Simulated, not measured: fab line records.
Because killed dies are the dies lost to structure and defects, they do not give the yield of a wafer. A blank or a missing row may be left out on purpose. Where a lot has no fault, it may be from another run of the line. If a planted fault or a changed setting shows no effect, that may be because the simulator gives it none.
Matching of chambers / flow nand harc / pecvd-03 running NHARC_P_M0_DEP_32: 3 sister chambers
The step deposits SiCN, target thk 30 nm. 14 wafers are shown with their chamber, then 7 later ones without.

## WAFERS, EACH WITH ITS CHAMBER
wafer=L082.2; chamber=0; showerhead vpp V (V)=1221; heater power w (W)=602
wafer=L082.4; chamber=2; showerhead vpp V (V)=1243; heater power w (W)=667
wafer=L082.6; chamber=1; showerhead vpp V (V)=1398; heater power w (W)=568
wafer=L083.2; chamber=0; showerhead vpp V (V)=1219; heater power w (W)=613
wafer=L083.3; chamber=1; showerhead vpp V (V)=1405; heater power w (W)=682
wafer=L083.5; chamber=0; showerhead vpp V (V)=1226; heater power w (W)=597
wafer=L084.1; chamber=2; showerhead vpp V (V)=1219; heater power w (W)=660
wafer=L084.2; chamber=0; showerhead vpp V (V)=1224; heater power w (W)=623
wafer=L084.3; chamber=1; showerhead vpp V (V)=1396; heater power w (W)=649
wafer=L086.2; chamber=1; showerhead vpp V (V)=1423; heater power w (W)=553
wafer=L086.4; chamber=2; showerhead vpp V (V)=1250; heater power w (W)=639
wafer=L086.6; chamber=0; showerhead vpp V (V)=1204; heater power w (W)=596
wafer=L089.2; chamber=2; showerhead vpp V (V)=1248; heater power w (W)=640
wafer=L089.4; chamber=2; showerhead vpp V (V)=1236; heater power w (W)=631

SIGNATURES (means of the wafers above)
reading=showerhead vpp V; chamber 0=1218.80; chamber 1=1405.50; chamber 2=1239.20; scatter within a chamber=11.2
reading=heater power w; chamber 0=606.20; chamber 1=613.00; chamber 2=647.40; scatter within a chamber=34.6
Rule: for a wafer and a chamber, the distance is found by dividing, reading by reading, the gap between the wafer's reading and the chamber's mean by the reading's scatter, squaring, summing and taking the root. If the next closest chamber is less than 2 further off than the closest, the wafer can't be placed; otherwise it belongs to the closest. The scatter: take each reading less its chamber's mean, square it, sum over the shown wafers, divide by the number of wafers less the number of chambers, and take the root.

## WAFERS WITH NO CHAMBER GIVEN
wafer=L089.5; showerhead vpp V (V)=1422; heater power w (W)=617
wafer=L091.2; showerhead vpp V (V)=1440; heater power w (W)=611
wafer=L091.3; showerhead vpp V (V)=1199; heater power w (W)=630
wafer=L091.6; showerhead vpp V (V)=1209; heater power w (W)=624
wafer=L096.4; showerhead vpp V (V)=1245; heater power w (W)=661
wafer=L096.5; showerhead vpp V (V)=1387; heater power w (W)=672
wafer=L096.6; showerhead vpp V (V)=1207; heater power w (W)=601

## THE CHAMBER EACH PASSED THROUGH
wafer=L089.5; from the rows above=1; in truth=1
wafer=L091.2; from the rows above=1; in truth=1
wafer=L091.3; from the rows above=can't be placed: 0 or 2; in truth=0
wafer=L091.6; from the rows above=can't be placed: 0 or 2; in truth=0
wafer=L096.4; from the rows above=2; in truth=2
wafer=L096.5; from the rows above=1; in truth=1
wafer=L096.6; from the rows above=0; in truth=0
Placed correctly: 5 of 7. These rows do not allow placing 2 (true chamber among the candidates in 2). Wrongly placed: 0.
